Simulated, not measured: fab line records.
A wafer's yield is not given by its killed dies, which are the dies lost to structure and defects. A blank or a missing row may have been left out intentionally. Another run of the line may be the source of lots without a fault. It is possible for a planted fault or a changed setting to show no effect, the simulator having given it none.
Chamber matching || flow n5Finfet || N5_BEOL_M12_DEP_53 on pecvd-01 has 3 sister chambers
The step deposits SiCN from 3MS/NH3, target thk 30 nm, time 10.5 s. 20 wafers are shown with their chamber, then 10 later ones without.

== WAFERS WITH THEIR CHAMBER ==
{"wafer": "L074.1", "chamber": 2, "throttleValvePct (%)": 19.0, "showerheadPlenumPTorr (Torr)": 4.158}
{"wafer": "L074.2", "chamber": 0, "throttleValvePct (%)": 17.0, "showerheadPlenumPTorr (Torr)": 4.142}
{"wafer": "L074.3", "chamber": 1, "throttleValvePct (%)": 19.6, "showerheadPlenumPTorr (Torr)": 4.172}
{"wafer": "L075.1", "chamber": 0, "throttleValvePct (%)": 17.2, "showerheadPlenumPTorr (Torr)": 4.152}
{"wafer": "L075.4", "chamber": 0, "throttleValvePct (%)": 17.2, "showerheadPlenumPTorr (Torr)": 4.143}
{"wafer": "L075.5", "chamber": 1, "throttleValvePct (%)": 19.6, "showerheadPlenumPTorr (Torr)": 4.160}
{"wafer": "L078.2", "chamber": 2, "throttleValvePct (%)": 19.3, "showerheadPlenumPTorr (Torr)": 4.161}
{"wafer": "L078.5", "chamber": 1, "throttleValvePct (%)": 19.5, "showerheadPlenumPTorr (Torr)": 4.164}
{"wafer": "L078.6", "chamber": 0, "throttleValvePct (%)": 17.4, "showerheadPlenumPTorr (Torr)": 4.146}
{"wafer": "L081.1", "chamber": 2, "throttleValvePct (%)": 19.5, "showerheadPlenumPTorr (Torr)": 4.154}
{"wafer": "L081.3", "chamber": 1, "throttleValvePct (%)": 19.5, "showerheadPlenumPTorr (Torr)": 4.163}
{"wafer": "L081.6", "chamber": 1, "throttleValvePct (%)": 19.3, "showerheadPlenumPTorr (Torr)": 4.164}
{"wafer": "L084.1", "chamber": 1, "throttleValvePct (%)": 19.6, "showerheadPlenumPTorr (Torr)": 4.153}
{"wafer": "L084.2", "chamber": 2, "throttleValvePct (%)": 19.4, "showerheadPlenumPTorr (Torr)": 4.152}
{"wafer": "L084.5", "chamber": 1, "throttleValvePct (%)": 19.8, "showerheadPlenumPTorr (Torr)": 4.158}
{"wafer": "L085.1", "chamber": 0, "throttleValvePct (%)": 17.3, "showerheadPlenumPTorr (Torr)": 4.151}
{"wafer": "L085.2", "chamber": 2, "throttleValvePct (%)": 19.7, "showerheadPlenumPTorr (Torr)": 4.146}
{"wafer": "L085.6", "chamber": 1, "throttleValvePct (%)": 19.4, "showerheadPlenumPTorr (Torr)": 4.161}
{"wafer": "L091.3", "chamber": 0, "throttleValvePct (%)": 17.3, "showerheadPlenumPTorr (Torr)": 4.143}
{"wafer": "L091.4", "chamber": 0, "throttleValvePct (%)": 17.3, "showerheadPlenumPTorr (Torr)": 4.151}

SIGNATURES (means of the wafers above)
{"reading": "throttleValvePct", "chamber 0": 17.243, "chamber 1": 19.538, "chamber 2": 19.380, "scatter within a chamber": 0.176}
{"reading": "showerheadPlenumPTorr", "chamber 0": 4.14686, "chamber 1": 4.16188, "chamber 2": 4.15420, "scatter within a chamber": 0.00519}
Rule: a wafer lies at a distance from a chamber equal to the root of the sum of squares, over the readings, of (its reading less the chamber's mean, divided by the reading's scatter). The wafer belongs to the nearest chamber; if the next one is less than 2 further off, it can't be placed. The scatter: take each reading less its chamber's mean, square it, sum over the shown wafers, divide by the number of wafers less the number of chambers, and take the root.

== WAFERS WITHOUT THEIR CHAMBER ==
{"wafer": "L091.5", "throttleValvePct (%)": 19.6, "showerheadPlenumPTorr (Torr)": 4.154}
{"wafer": "L093.3", "throttleValvePct (%)": 19.6, "showerheadPlenumPTorr (Torr)": 4.154}
{"wafer": "L093.5", "throttleValvePct (%)": 19.5, "showerheadPlenumPTorr (Torr)": 4.150}
{"wafer": "L093.6", "throttleValvePct (%)": 17.1, "showerheadPlenumPTorr (Torr)": 4.157}
{"wafer": "L092.1", "throttleValvePct (%)": 19.6, "showerheadPlenumPTorr (Torr)": 4.151}
{"wafer": "L092.3", "throttleValvePct (%)": 17.2, "showerheadPlenumPTorr (Torr)": 4.156}
{"wafer": "L092.5", "throttleValvePct (%)": 17.2, "showerheadPlenumPTorr (Torr)": 4.156}
{"wafer": "L095.2", "throttleValvePct (%)": 19.6, "showerheadPlenumPTorr (Torr)": 4.152}
{"wafer": "L095.5", "throttleValvePct (%)": 19.7, "showerheadPlenumPTorr (Torr)": 4.161}
{"wafer": "L095.6", "throttleValvePct (%)": 17.2, "showerheadPlenumPTorr (Torr)": 4.156}

== WHICH CHAMBER EACH WENT THROUGH ==
{"wafer": "L091.5", "from the rows above": "can't be placed: 2 or 1", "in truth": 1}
{"wafer": "L093.3", "from the rows above": "can't be placed: 2 or 1", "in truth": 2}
{"wafer": "L093.5", "from the rows above": "can't be placed: 2 or 1", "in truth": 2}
{"wafer": "L093.6", "from the rows above": 0, "in truth": 0}
{"wafer": "L092.1", "from the rows above": "can't be placed: 2 or 1", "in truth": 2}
{"wafer": "L092.3", "from the rows above": 0, "in truth": 0}
{"wafer": "L092.5", "from the rows above": 0, "in truth": 0}
{"wafer": "L095.2", "from the rows above": "can't be placed: 2 or 1", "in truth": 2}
{"wafer": "L095.5", "from the rows above": "can't be placed: 1 or 2", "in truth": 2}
{"wafer": "L095.6", "from the rows above": 0, "in truth": 0}
Placed correctly: 4 of 10. Can't be placed from these rows: 6 (the true chamber is among the candidates in 6). Placed wrongly: 0.
